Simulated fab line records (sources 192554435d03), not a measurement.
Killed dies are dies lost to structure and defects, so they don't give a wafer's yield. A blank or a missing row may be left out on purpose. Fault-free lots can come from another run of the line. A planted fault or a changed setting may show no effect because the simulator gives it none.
Comparing a struck lot with a sound one -- flow n5_finfet -- 16 out of 1938 route steps
Sound: the wafers L413.1, L413.4, L413.5. Struck: wafer L422.1; the same lot's L422.6 was not struck, so it is left out; see the end for the cause.
For every step that has rows: the tool of each side, followed by ch and its chambers, followed by its first start. Under that, the readings that differ: sound wafers -- struck wafers -- difference of the means -- sigmas: that difference in standard deviations of wafers without a fault.
alike: readings with means less than 2 such deviations apart, plus words and numbers identical on both sides. not compared: withheld readings, readings lacking a value on some wafer, bounds such as >300 that could conceal the same value, and numbers that have no deviation in the record and whose values overlap.
The two part at a step that has a row with sigmas, a row that says differs or no value, or rows on one side only. When numbers do not overlap yet have no deviation, they are printed without sigmas and do not part them. A reading that every wafer of one side lacks parts them only if that side has two wafers or more.

first, 4 steps without rows for these wafers: N5_BEOL_M10_HM_STRIP_39 (strips TiN in peroxide tin strip, target depth 25 nm, time 158 s); N5_BEOL_M10_SRD_40 (time 30 s); N5_BEOL_M10_PRECLEAN_42 (cleans in residue remover, time 60 s); N5_BEOL_M10_SRD_43 (time 30 s).
N5_BEOL_M10_CD_MEAS_35 targets a cd of 70 nm.
  sound on cd_sem-03, day 10 14:55; struck on cd_sem-03, day 12 13:47
  alike: cd_nm
N5_BEOL_M10_CURE_72: cures SiCOH lowk, time 120 s.
  sound on uv_cure-01 ch 2, day 10 14:58; struck on uv_cure-02 ch 1, day 12 13:49
  alike: lamp_power_pct, wafer_temp_C_max
then, 1 step without rows for these wafers: N5_BEOL_M10_DEGAS_44 (time 60 s).
N5_BEOL_M10_PRE_CLEAN_45: time 30 s.
  sound on pvd_sputter-02, day 10 15:21; struck on pvd_sputter-02, day 12 14:30
  alike: heater_power_w
N5_BEOL_M10_ALD_74: deposits TaN, target thk 2 nm, pulse time 2 s, purge time 3 s.
  sound on ald_metal-02 ch 0,1, day 10 15:25; struck on ald_metal-03 ch 0, day 12 14:34
  alike: heater_power_w
N5_BEOL_M10_SURFACE_TREAT_76:
  sound on pvd_sputter-02, day 10 15:43; struck on pvd_sputter-03, day 12 14:56
  not compared: pressure_mtorr, throttle_valve_pct
then, 1 step without rows for these wafers: N5_BEOL_M10_CVD_75 (deposits Co from CCTBA/H2, target thk 2 nm, time 138.9 s).
N5_BEOL_M10_SPUTTER_48: material Cu, target thk 12 nm, time 2 s.
  sound on pvd_sputter-01, day 10 15:55; struck on pvd_sputter-02, day 12 15:31
  alike: throttle_valve_pct
N5_BEOL_M10_ECD_50: material Cu, target thk 318 nm.
  sound on ecd_cu-02 ch 0,1, day 10 16:02; struck on ecd_cu-01 ch 1, day 12 15:38
reading,sound,struck,difference,sigmas
model.Cu_of_BEOL_M10_ECD_50.thk_nm (nm),321 320 315.8,608.2,+289.3,
then, 1 step without rows for these wafers: N5_BEOL_M10_ANNEAL_51 (time 90 s).
N5_BEOL_M10_CMP_52: polishes, stops on SiCOH lowk, t overpolish 7 s, target thk 140 nm.
  sound on cmp-01 ch 0,2,3, day 10 19:31; struck on cmp-01 ch 3, day 12 16:30
reading,sound,struck,difference,sigmas
time_to_endpoint_s (s),64 65 68,124,+58,+17
  alike: motor_current_A
N5_BEOL_M10_THK_MEAS_53: measures by xrf.
  sound on film_metro-02, day 10 19:48; struck on film_metro-01, day 12 16:41
  alike: M10_THK

## WHERE THEY PART
At N5_BEOL_M10_CMP_52 and nowhere else, as far as this record goes. Later steps at which nothing parts them and some readings are alike: N5_BEOL_M10_THK_MEAS_53.

WHY: the cause the simulator had injected
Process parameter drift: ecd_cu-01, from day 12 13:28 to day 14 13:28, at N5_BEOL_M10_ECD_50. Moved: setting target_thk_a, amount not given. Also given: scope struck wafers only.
